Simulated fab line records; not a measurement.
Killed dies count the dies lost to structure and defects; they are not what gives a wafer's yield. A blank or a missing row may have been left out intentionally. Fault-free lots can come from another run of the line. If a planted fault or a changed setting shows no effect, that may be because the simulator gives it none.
Struck lot and sound lot, side by side | flow nand harc | 14 out of 1159 route steps
Sound: these wafers, L572.1, L572.5, L572.6. Struck: wafer L581.4 (L581.2, L581.6, from the same lot, were not struck and are left out); the cause is given at the end.
At each step with rows: each side's tool, then ch and its chambers, then its first start. Under that, the readings that differ: sound wafers | struck wafers | difference of the means | sigmas: that difference in standard deviations of wafers without a fault.
alike: same words and numbers on both sides, and readings whose means sit less than 2 such deviations apart. not compared: any withheld reading, any reading some wafer has no value for, any bound like >300 that may hide the same value, and any number with overlapping values for which the record gives no deviation.
Wherever a step has rows on one side only, a row that says differs or no value, or a row with sigmas, the two part there. Non-overlapping numbers with no deviation appear without sigmas and do not part them. Lack of a reading on every wafer of one side parts them only where that side has two or more wafers.

NHARC_A_CHANNEL_FILL_D1_ALD_15: deposits SiNx, target thk 2 nm, pulse time 60 s, ald cycles 19.
  sound on ald sin batch-01 ch 0; struck on ald sin batch-02 ch 0
  alike: chamber pressure Torr, precursor pulse height rel
  not compared: ald cycles
then, 3 steps without rows for these wafers: NHARC_A_CHANNEL_FILL_D1_ALD_16 (deposits SiO2, target thk 1.5 nm, pulse time 10 s, ald cycles 15); NHARC_A_CHANNEL_FILL_D1_ANNEAL_17 (time 1800 s); NHARC_A_CHANNEL_FILL_D1_CVD_18 (deposits poly-Si, target thk 3 nm).
NHARC_A_CHANNEL_FILL_D1_ETCHBACK_19: etches the open film in HBr/Cl2, target depth 5 nm, time 1.7 s.
  sound on rie si-06 ch 0,1,2, day 11 11:08; struck on rie si-06 ch 0, day 13 13:43
  alike: drypump motor current A, oes product au, rf fwd power W, throttle valve pct
  not compared: rf hours counter h
NHARC_A_CHANNEL_FILL_D1_ETCHBACK_20: etches the open film in C4F8/O2/Ar, target depth 27 nm, time 13.5 s.
  sound on rie diel-06 ch 2,3, day 11 11:14; struck on rie diel-06 ch 0, day 13 13:50
  alike: oes product au, rf fwd power W, rf vpp V
  not compared: rf hours counter h
NHARC_A_CHANNEL_FILL_D1_STRIP_28: strips in O2, time 20 s.
  sound on rie diel-06 ch 1,2,3, day 11 11:20; struck on rie diel-06 ch 1, day 13 13:56
  alike: drypump motor current A, oes product au, rf vpp V, showerhead plenum p Torr, throttle valve pct
  not compared: rf hours counter h
then, 4 steps without rows for these wafers: NHARC_A_CHANNEL_FILL_D1_PRECLEAN_21 (cleans in dHF, time 30 s); NHARC_A_CHANNEL_FILL_D1_SRD_23; NHARC_A_CHANNEL_FILL_D1_CVD_05 (deposits poly-Si, target thk 5 nm); NHARC_A_CHANNEL_FILL_D1_ANNEAL_22 (time 7200 s).
NHARC_A_CHANNEL_FILL_D1_ALD_25: deposits SiOx, target thk 60 nm, pulse time 10 s, ald cycles 600.
  sound on ald hk-04 ch 0,1,2, day 12 00:40; struck on ald hk-04 ch 2, day 14 02:08
  reading    | sound       | struck | difference | sigmas
  ald cycles | 600 600 600 | 656    | +56        |
  alike: heater power w, precursor pulse height rel
NHARC_A_CHANNEL_FILL_D1_ETCHBACK_08: etches the open film in C4F8, target depth 220 nm, time 110 s.
  sound on rie diel-11 ch 0,1,2; struck on rie diel-06 ch 0
  reading               | sound          | struck | difference | sigmas
  oes product au (a.u.) | 1.00 1.00 1.01 | 0.93   | -0.07      | -2
  alike: rf fwd power W, rf vpp V
  not compared: rf hours counter h
following that, these wafers have no rows for 1 step: NHARC_END_SORT_01.

## WHERE THEY PART
NHARC_A_CHANNEL_FILL_D1_ETCHBACK_08 only, going by this record.

WHY: what had been put in by the simulator
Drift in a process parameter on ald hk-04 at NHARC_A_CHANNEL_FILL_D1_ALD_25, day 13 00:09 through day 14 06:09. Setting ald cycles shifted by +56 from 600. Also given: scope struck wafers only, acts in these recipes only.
